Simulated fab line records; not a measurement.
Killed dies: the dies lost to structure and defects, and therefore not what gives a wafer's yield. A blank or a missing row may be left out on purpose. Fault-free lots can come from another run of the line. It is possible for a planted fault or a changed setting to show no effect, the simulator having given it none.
fab line records ; flow nand-harc
record lots=6; wafers=18; last-day=24
route steps=1159 shown A_STAIRCASE@583 END@1159
lots that met no fault: taken from a fault-free run of the same line
start-h: start of the lot's first displayed wafer, in hours after the record's first day ; wait-h: hours since the lot's step before ; " as in the row above ; L1.1+2: a row that stands for several wafers ; - value missing, or start not given ; * or withheld: withheld ; < > ~ a bound
route shown NAME@n: a module of which the file shows steps, and the number in the route of the first ; usual: mean and standard deviation over wafers with no fault ; same: alike in all rows ; chamber/n: place in a boat ; sites: the reading at each site ; _std_site: standard deviation of those values ; _edge_site: the outer-site mean with the inner-site mean subtracted ; radius-mm: how far each site lies from the wafer's centre ; mask NAME#n: copy n ; behind: the tool/chamber that last shaped the wafer ; hold: the reason the lot was held/the length of the hold in hours/how it ended ; device: names the non-switching transistor (n, p or np) ; end of line: at the end of the route, the tests of the same wafers ; a step without rows: its recipe alone ; killed: dies lost to structure and defects at the first sort, not the wafer's yield ; map: dies across one wafer; x = killed, . = not, _ = none there
set.NAME: the run value of the setting; set.NAME@STEP: its run value at that earlier step ; model.NAME: the simulator's own value behind a step, which no gauge read
a table for each step, a row for each wafer; lots at some steps of the route
services: when a tool's chamber went out of use (start-h, in hours from the record's first day, below 0 if earlier), for how many hours, and the reason
## steps
# step NHARC_A_STAIRCASE_TRIM_189
# recipe time-s=211.2; o2-flow-sccm=500; ar-flow-sccm=0; bias-w=0; chemistry=O2
# step NHARC_A_STAIRCASE_ETCH_190
# recipe target-depth-a=1000; time-s=40.5; ion-energy-ev=400; c4f8-flow-sccm=20; o2-flow-sccm=10; ar-flow-sccm=withheld; rf-w=600; bias-w=1000; chemistry=C4F8/O2
# usual oes-product-au=0.937/0.011; rf-vpp-V=895/5; run-length-s=61.6/0.53
# same time-s=40.5
lot.wafer;tool;chamber;start-h;wait-h;oes-product-au;rf-hours-counter-h;rf-vpp-V;run-length-s
L554.3;rie-diel-01;2;-;-;0.937;37;899;61.3
L554.2;rie-diel-01;0;-;-;0.940;37;896;62.4
L554.5;rie-diel-01;2;-;-;0.933;-;898;61.1
L556.1;rie-diel-01;1;-;-;0.940;38;906;61.1
L556.4;rie-diel-01;3;-;-;0.931;36;899;61.8
L556.2;rie-diel-01;0;-;-;0.940;41;897;62.6
L558.3;rie-diel-08;3;-;-;0.927;53;888;61.4
L558.2;rie-diel-08;1;-;-;0.936;54;895;61.6
L558.1;rie-diel-08;2;-;-;0.955;53;900;62.5
L571.2;rie-diel-09;2;-;-;0.946;25;890;62.4
L571.4;rie-diel-09;3;-;-;0.942;32;899;60.8
L571.1;rie-diel-09;0;-;-;0.951;31;894;61.5
L570.2;rie-diel-01;0;-;-;0.952;5;897;62.6
L570.4;rie-diel-01;1;-;-;0.943;-;904;61.6
L570.6;rie-diel-01;2;-;-;0.935;-;898;62.0
L577.2;rie-diel-08;3;-;-;0.929;34;888;61.2
L577.1;rie-diel-08;0;-;-;0.943;34;889;61.2
L577.6;rie-diel-08;1;-;-;0.930;-;895;61.7
# step NHARC_A_STAIRCASE_TRIM_191
# recipe time-s=211.2; o2-flow-sccm=500; ar-flow-sccm=0; bias-w=0; chemistry=O2
# usual drypump-motor-current-A=5.58/0.28; o2-flow-sccm=499.9/1.4; oes-product-au=0.996/0.01; rf-vpp-V=57.8/0.93; showerhead-plenum-p-Torr=3.50/0.14; throttle-valve-pct=17.036/0.0098
# same time-s=211.2
lot.wafer;tool;chamber;start-h;wait-h;drypump-motor-current-A;o2-flow-sccm;oes-product-au;rf-hours-counter-h;rf-vpp-V;showerhead-plenum-p-Torr;throttle-valve-pct
L554.3;rie-diel-01;3;-;-;5.03;499.1;0.987;31;58.0;3.66;17.053
L554.2;rie-diel-01;1;-;-;5.61;499.6;1.001;34;57.6;3.79;17.033
L554.5;rie-diel-01;2;-;-;5.70;498.7;1.010;-;58.3;3.62;17.039
L556.2;rie-diel-01;3;-;-;5.01;501.0;0.992;36;58.2;3.65;17.018
L556.4;rie-diel-01;0;-;-;5.52;501.5;1.005;41;57.4;3.54;17.044
L556.1;rie-diel-01;1;-;-;5.61;500.2;0.995;38;59.5;3.79;17.055
L558.3;rie-diel-08;3;-;-;5.78;499.6;0.984;53;56.8;3.32;17.033
L558.1;rie-diel-08;1;-;-;5.42;498.9;1.004;54;57.1;3.49;17.036
L558.2;rie-diel-08;2;-;-;5.57;500.9;1.018;53;59.4;3.64;17.019
L571.2;rie-diel-09;1;-;-;5.62;500.8;1.002;31;58.8;3.52;17.043
L571.4;rie-diel-09;2;-;-;5.63;498.0;1.011;25;57.5;3.37;17.025
L571.1;rie-diel-09;3;-;-;6.02;499.7;0.987;32;57.8;3.61;17.037
L570.2;rie-diel-01;0;-;-;5.50;498.2;1.010;5;58.2;3.52;17.052
L570.4;rie-diel-01;2;-;-;5.68;499.3;0.989;-;57.5;3.60;17.048
L570.6;rie-diel-01;0;-;-;5.51;499.6;1.005;-;58.3;3.52;17.032
L577.2;rie-diel-08;0;-;-;5.77;499.2;0.989;34;57.7;3.33;17.048
L577.1;rie-diel-08;3;-;-;5.78;499.3;0.990;34;58.2;3.30;17.048
L577.6;rie-diel-08;0;-;-;5.79;499.4;0.986;-;56.9;3.33;17.019
# step NHARC_A_STAIRCASE_ETCH_192
# recipe target-depth-a=1000; time-s=40.5; ion-energy-ev=400; c4f8-flow-sccm=20; o2-flow-sccm=10; ar-flow-sccm=withheld; rf-w=600; bias-w=1000; chemistry=C4F8/O2
# usual oes-product-au=0.937/0.012; rf-vpp-V=895/5.3; run-length-s=61.6/0.53
# same time-s=40.5
lot.wafer;tool;chamber;start-h;wait-h;oes-product-au;rf-hours-counter-h;rf-vpp-V;run-length-s
L554.3;rie-diel-01;1;-;-;0.936;34;904;61.8
L554.2;rie-diel-01;3;-;-;0.933;32;900;61.5
L554.5;rie-diel-01;2;-;-;0.944;-;899;61.5
L556.4;rie-diel-01;0;-;-;0.940;41;896;62.7
L556.2;rie-diel-01;1;-;-;0.951;38;905;61.1
L556.1;rie-diel-01;3;-;-;0.922;36;901;61.7
L558.3;rie-diel-08;2;-;-;0.961;53;900;62.3
L558.1;rie-diel-08;3;-;-;0.925;53;888;61.2
L558.2;rie-diel-08;1;-;-;0.937;54;893;61.5
L571.4;rie-diel-09;0;-;-;0.947;31;892;61.7
L571.2;rie-diel-09;1;-;-;0.940;31;896;61.6
L571.1;rie-diel-09;3;-;-;0.950;32;899;60.7
L570.2;rie-diel-01;2;-;-;0.936;6;899;61.3
L570.4;rie-diel-01;2;-;-;0.929;-;899;61.1
L570.6;rie-diel-01;0;-;-;0.937;-;896;62.5
L577.1;rie-diel-08;2;-;-;0.933;30;899;62.8
L577.2;rie-diel-08;3;-;-;0.929;34;888;61.4
L577.6;rie-diel-08;2;-;-;0.952;-;898;62.0
# step NHARC_A_STAIRCASE_TRIM_193
# recipe time-s=211.2; o2-flow-sccm=500; ar-flow-sccm=0; bias-w=0; chemistry=O2
# step NHARC_A_STAIRCASE_ETCH_194
# recipe target-depth-a=1000; time-s=40.5; ion-energy-ev=400; c4f8-flow-sccm=20; o2-flow-sccm=10; ar-flow-sccm=withheld; rf-w=600; bias-w=1000; chemistry=C4F8/O2
# usual oes-product-au=0.938/0.013; rf-vpp-V=895/5.1; run-length-s=61.7/0.5
# same time-s=40.5
lot.wafer;tool;chamber;start-h;wait-h;oes-product-au;rf-hours-counter-h;rf-vpp-V;run-length-s
L554.2;rie-diel-01;2;-;-;0.956;38;899;61.2
L554.3;rie-diel-01;3;-;-;0.928;32;900;61.7
L554.5;rie-diel-01;1;-;-;0.950;-;906;61.6
L556.1;rie-diel-01;0;-;-;0.958;42;897;62.7
L556.4;rie-diel-01;1;-;-;0.948;38;905;61.2
L556.2;rie-diel-01;2;-;-;0.948;42;899;61.4
L558.1;rie-diel-08;2;-;-;0.972;53;899;62.0
L558.2;rie-diel-08;3;-;-;0.950;53;889;61.5
L558.3;rie-diel-08;0;-;-;0.918;48;891;61.4
L571.1;rie-diel-09;2;-;-;0.940;25;889;62.2
L571.4;rie-diel-09;3;-;-;0.918;32;898;60.9
L571.2;rie-diel-09;0;-;-;0.945;31;893;61.8
L570.2;rie-diel-01;2;-;-;0.937;6;898;61.5
L570.4;rie-diel-01;2;-;-;0.927;-;898;61.6
L570.6;rie-diel-01;0;-;-;0.935;-;895;62.6
L577.1;rie-diel-08;0;-;-;0.922;34;888;61.4
L577.2;rie-diel-08;3;-;-;0.940;34;887;61.5
L577.6;rie-diel-08;1;-;-;0.925;-;893;61.5
# step NHARC_A_STAIRCASE_TRIM_196
# recipe time-s=211.2; o2-flow-sccm=500; ar-flow-sccm=0; bias-w=0; chemistry=O2
# step NHARC_A_STAIRCASE_ETCH_197
# recipe target-depth-a=1000; time-s=40.5; ion-energy-ev=400; c4f8-flow-sccm=20; o2-flow-sccm=10; ar-flow-sccm=withheld; rf-w=600; bias-w=1000; chemistry=C4F8/O2
# step NHARC_A_STAIRCASE_TRIM_198
# recipe time-s=211.2; o2-flow-sccm=500; ar-flow-sccm=0; bias-w=0; chemistry=O2
# step NHARC_A_STAIRCASE_ETCH_199
# recipe target-depth-a=1000; time-s=40.5; ion-energy-ev=400; c4f8-flow-sccm=20; o2-flow-sccm=10; ar-flow-sccm=withheld; rf-w=600; bias-w=1000; chemistry=C4F8/O2
# step NHARC_A_STAIRCASE_TRIM_200
# recipe time-s=211.2; o2-flow-sccm=500; ar-flow-sccm=0; bias-w=0; chemistry=O2
# step NHARC_A_STAIRCASE_ETCH_201
# recipe target-depth-a=1000; time-s=40.5; ion-energy-ev=400; c4f8-flow-sccm=20; o2-flow-sccm=10; ar-flow-sccm=withheld; rf-w=600; bias-w=1000; chemistry=C4F8/O2
# usual oes-product-au=0.939/0.012; rf-vpp-V=895/5.2; run-length-s=61.7/0.54
lot.wafer;tool;chamber;start-h;wait-h;oes-product-au;rf-hours-counter-h;rf-vpp-V;run-length-s
L554.2;rie-diel-08;2;242.20;-;0.966;42;898;62.7
L554.3;rie-diel-08;3;242.20;-;0.940;44;888;61.2
L554.5;rie-diel-08;3;242.20;-;0.935;-;889;61.3
L556.2;rie-diel-08;1;255.61;-;0.944;48;893;61.6
L556.1;rie-diel-08;2;255.61;-;0.949;47;899;62.3
L556.4;rie-diel-08;0;255.61;-;0.938;42;889;71.7
L558.3;rie-diel-08;3;272.84;-;0.919;54;888;72.1
L558.1;rie-diel-08;1;272.84;-;0.937;55;895;61.8
L558.2;rie-diel-08;2;272.84;-;0.942;53;901;62.4
L571.2;rie-diel-08;0;341.08;-;0.947;13;888;61.3
L571.1;rie-diel-08;1;341.08;-;0.948;13;892;61.7
L571.4;rie-diel-08;3;341.08;-;0.945;12;888;61.2
L570.4;rie-diel-09;3;341.38;-;0.934;33;900;61.1
L570.2;rie-diel-09;2;341.38;-;0.936;26;892;62.3
L570.6;rie-diel-09;0;341.38;-;0.959;-;891;61.6
L577.2;rie-diel-01;2;391.23;-;0.962;24;898;61.3
L577.1;rie-diel-01;3;391.23;-;0.944;16;898;61.6
L577.6;rie-diel-01;3;391.23;-;0.952;-;901;61.9
# step NHARC_A_STAIRCASE_TRIM_202
# recipe time-s=211.2; o2-flow-sccm=500; ar-flow-sccm=0; bias-w=0; chemistry=O2
# usual drypump-motor-current-A=5.58/0.26; o2-flow-sccm=499.8/1.4; oes-product-au=0.995/0.0097; rf-vpp-V=57.8/0.89; showerhead-plenum-p-Torr=3.51/0.14; throttle-valve-pct=17.038/0.0099
# same time-s=211.2
lot.wafer;tool;chamber;start-h;wait-h;drypump-motor-current-A;o2-flow-sccm;oes-product-au;rf-hours-counter-h;rf-vpp-V;showerhead-plenum-p-Torr;throttle-valve-pct
L554.2;rie-diel-08;3;-;-;5.76;499.6;0.972;44;57.2;3.33;17.032
L554.3;rie-diel-08;0;-;-;5.79;501.3;0.975;38;56.7;3.36;17.048
L554.5;rie-diel-08;2;-;-;5.58;499.9;1.009;-;59.0;3.64;17.032
L556.2;rie-diel-08;0;-;-;5.79;498.4;0.988;42;57.2;3.35;17.024
L556.1;rie-diel-08;1;-;-;5.44;498.4;1.002;49;57.4;3.49;17.051
L556.4;rie-diel-08;3;-;-;5.80;500.8;0.980;48;57.6;3.32;17.028
L558.2;rie-diel-08;2;-;-;5.57;500.2;1.013;54;57.8;3.64;17.034
L558.1;rie-diel-08;0;-;-;5.79;502.0;0.981;48;56.9;3.35;17.056
L558.3;rie-diel-08;1;-;-;5.46;499.5;0.999;55;57.8;3.49;17.031
L571.4;rie-diel-08;2;-;-;5.58;499.0;0.999;12;58.3;3.63;17.026
L571.2;rie-diel-08;3;-;-;5.79;500.4;0.995;12;58.0;3.31;17.046
L571.1;rie-diel-08;1;-;-;5.44;501.1;0.998;13;57.8;3.48;17.044
L570.2;rie-diel-09;2;-;-;5.62;499.7;1.000;26;58.6;3.37;17.034
L570.4;rie-diel-09;0;-;-;4.95;498.1;1.010;32;58.7;3.44;17.023
L570.6;rie-diel-09;2;-;-;5.62;498.6;1.012;-;57.7;3.37;17.023
L577.1;rie-diel-01;1;-;-;5.61;499.2;1.003;24;60.3;3.76;17.050
L577.2;rie-diel-01;0;-;-;5.48;501.8;1.005;25;56.9;3.51;17.030
L577.6;rie-diel-01;1;-;-;5.60;498.8;1.004;-;58.0;3.76;17.046
# step NHARC_END_SORT_01
# recipe temp-c=25
# usual killed-at-array=29/13; killed-at-other=0.7/1; killed-at-periphery=3.2/2.3; killed-dies=33/13; killed-open=3.3/1.7; killed-short=2.0/1.5
# same gross-dies=677
lot.wafer;tool;chamber;start-h;wait-h;killed-at-array;killed-at-other;killed-at-periphery;killed-dies;killed-open;killed-short
L556.4;prober-01;0;457.11;3.4;446;0;2;448;2;0
L558.3;prober-02;0;480.19;3.1;488;0;2;490;4;0
L571.1;prober-02;0;544.13;2.5;24;1;2;27;2;3
L571.2;prober-02;0;544.92;2.7;16;1;0;17;2;1
L571.4;prober-02;0;546.50;3.3;37;0;1;38;6;1
# killed by level:class
L556.4 A_STAIRCASE:area-etch=430 A_SLIT:chamber-film-flake=7 A_CHANNEL_HOLE_D1:chamber-film-flake=2 A_STAIRCASE:chamber-film-flake=2 A_CONTACT:chamber-film-flake=2 A_CHANNEL_FILL_D1:geometric-particle:open=1 A_M0:geometric-particle:open=1 P_GATE:chamber-film-flake=1
L558.3 A_STAIRCASE:area-etch=456 A_CHANNEL_HOLE_D1:chamber-film-flake=14 A_SLIT:chamber-film-flake=9 A_STAIRCASE:chamber-film-flake=4 P_GATE:chamber-film-flake=2 A_ONON_D1:geometric-particle:open=1 A_CHANNEL_FILL_D1:geometric-particle:open=1 A_CONTACT:geometric-particle:open=1
L571.1 A_SLIT:chamber-film-flake=11 A_CHANNEL_HOLE_D1:chamber-film-flake=5 A_CONTACT:chamber-film-flake=3 P_M0:geometric-particle:short=1 A_CHANNEL_HOLE_D1:geometric-particle:open=1 A_CHANNEL_FILL_D1:geometric-particle:short=1 A_WL_FILL:geometric-particle:short=1 A_CONTACT:geometric-particle:open=1
L571.2 A_SLIT:chamber-film-flake=9 A_CHANNEL_HOLE_D1:chamber-film-flake=2 A_SOURCE_PLATE:geometric-particle:open=1 A_CHANNEL_HOLE_D1:geometric-particle:open=1 A_CHANNEL_FILL_D1:geometric-particle:short=1 A_WL_FILL:chamber-film-flake=1 A_CONTACT:chamber-film-flake=1 THIN_TSV:chamber-film-flake=1
L571.4 A_SLIT:chamber-film-flake=20 A_CONTACT:chamber-film-flake=7 A_CONTACT:geometric-particle:open=4 A_CHANNEL_HOLE_D1:chamber-film-flake=2 A_ONON_D1:geometric-particle:open=1 A_CHANNEL_HOLE_D1:geometric-particle:open=1 A_CHANNEL_HOLE_D1:geometric-particle:short=1 P_M0:chamber-film-flake=1
# map L556.4 (x killed, . not)
____________x____________
_________xxxxxxx_________
_______xxxxxxxxxxx_______
______xxxxxxxxxxxxx______
_____xxxxxxxxxxxx.xx_____
____xxxxxxxxxxxxx.xxx____
____xxxxxxxxx.xxxxxxx____
___xxxxxxxxx...x.xxxxx___
___xxxxxx.xx..x.xx.xxx___
__xxxx.x.xx..x..xxx.xxx__
__xxxxxxx.........xxxxx__
_xxxxx.......x..x.x.xxxx_
_xxxxxxx.....x.....xxxxx_
_xxxxxxx....x.x.......xx_
_xxxxxx......x....x.x..x_
_xxxxxxx.....x..x..x.xxx_
xxxxx...x..........x.xxxx
xxxxxx..............xx.xx
xxxxxx.x.x...........xxxx
xxxxxx..x..........x..xxx
xxxxxxxx.x...x.....x.x.xx
_xxxxx.x........x.x.x..x_
_xxxxxxx.x.......x..xxxx_
_xxxxx.x............xxxx_
_xxxxxxx.xx....x.....xxx_
_xxxxxxxx.....x...x.xxxx_
__xxxxx.x.x..x.xx.xxxxx__
__xxxxxx...x..x....xxxx__
___xxxxxxxxx.xx..xxxxx___
___xxxxxxxxxxxxxx.xxxx___
____xxxxxxxxxxxx.xxxx____
____xxxxxxxxx.xx.xxxx____
_____xxxxxxxx.xxxxxx_____
______xxxxxxxxxxxxx______
_______xxxxxxxxxxx_______
_________xxxxxxx_________
____________x____________
# map L558.3 (x killed, . not)
____________x____________
_________xxxxxxx_________
_______xxxxxxxxxxx_______
______xxxxxxxxxxxxx______
_____xxxxxx.xxxxxxxx_____
____xxxxxxxx..xxxxxxx____
____xxxxx.x.x..xxx.xx____
___xxxxxxx.x..xxxxxxxx___
___xxxx.xxxx.xx.xxx.xx___
__xxxxxxxx..x.x...xxxxx__
__xxxxxxxx.......xxxxxx__
_xxxxxxx......xxxx.xxxxx_
_xxxxxxxx.x..x...xxxxxxx_
_xxxxx......x...xx.xx..x_
_xxx.xx......x.xx.xx.xxx_
_xxxx.x.x..........xxxxx_
xxxxxxxxx.x........x.xxxx
xx.xx.x......x.x..x.x.xxx
xxx.x.x..x.....x....xxxxx
xxxxxx..x...........xxxxx
xxxx.xx...x......xxxxxxxx
_xxxxxx....x.x.xxx.xxxxx_
_xxxxx............x.xxxx_
_xxxxx..xx...x.x..xxxxxx_
_xxxxx.x..xx.x.xxxx.xxxx_
_xxxxx.xxxxx.x.xxxxxxxxx_
__xxxxxx.xx..x..xxxxxxx__
__xxxxxx.xx.xx..xxx.xxx__
___xxxx..xxxxx.xxxxxxx___
___xxxxxxxx.xxx.xxxxxx___
____xxxx.xxxxxxxxxxxx____
____xxxxxxxxxxxxxxxxx____
_____xxxxxxxxxxxxxxx_____
______xxxxxxxxxxxxx______
_______xxxxxxxxxxx_______
_________xxxxxxx_________
____________x____________
## services
tool;chamber;start-h;hours;kind
rie-diel-08;0;232.05;-;clean
rie-diel-08;1;232.05;-;clean
rie-diel-08;2;232.05;-;clean
rie-diel-08;3;232.05;-;clean
rie-diel-09;-;245.02;0.4;repair
rie-diel-09;-;254.44;9.0;pm
rie-diel-08;0;256.55;-;clean
rie-diel-08;1;256.55;-;clean
rie-diel-08;2;256.55;-;clean
rie-diel-08;3;256.55;-;clean
rie-diel-09;2;278.74;10.0;repair
rie-diel-08;0;282.37;-;clean
rie-diel-08;1;282.37;-;clean
rie-diel-08;2;282.37;-;clean
rie-diel-08;3;282.37;-;clean
rie-diel-09;2;295.60;8.1;repair
rie-diel-08;-;301.88;9.0;pm
rie-diel-08;0;301.88;9.0;vent-cycle
rie-diel-08;1;301.88;9.0;vent-cycle
rie-diel-08;2;301.88;9.0;vent-cycle
rie-diel-08;3;301.88;9.0;vent-cycle
rie-diel-01;2;306.60;9.9;repair
rie-diel-01;-;314.80;9.0;pm
rie-diel-01;3;331.80;21.5;repair
## key
first-sign step=NHARC_A_STAIRCASE_ETCH_201; reading=run-length-s; direction=up; sigmas=19; usual=*; struck=*
effect step=NHARC_END_SORT_01; reading=killed-at-array; direction=up; sigmas=34; usual=29; struck=467
more-kills-born-at NHARC_A_STAIRCASE_ETCH_201@rie-diel-08=886
met-at NHARC_A_STAIRCASE_ETCH_201
struck-wafers L556.4,L558.3
later-rows-left-out L556.4,L558.3
tester-left-out L556,L558
onset-between 242.20 255.61
fault kind=process-parameter-drift; tool=rie-diel-08; chamber=-; onset-h=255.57; steps=NHARC_A_STAIRCASE_ETCH_201; channel=time-s; offset=*; shape=step; end-h=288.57; scope=struck-wafers-only; acts-in=*; stated=*
# tester-left-out: of these lots the tester's yield and bins aren't shown, on N5 and GAA mostly nor the transistor test; their killed dies are dies lost to structure and defects alone, not to doping, threshold or leakage, so they don't give the yield
# later-rows-left-out: the simulator's readings of these wafers behind a module that went badly wrong aren't trusted and aren't shown, but for the sort
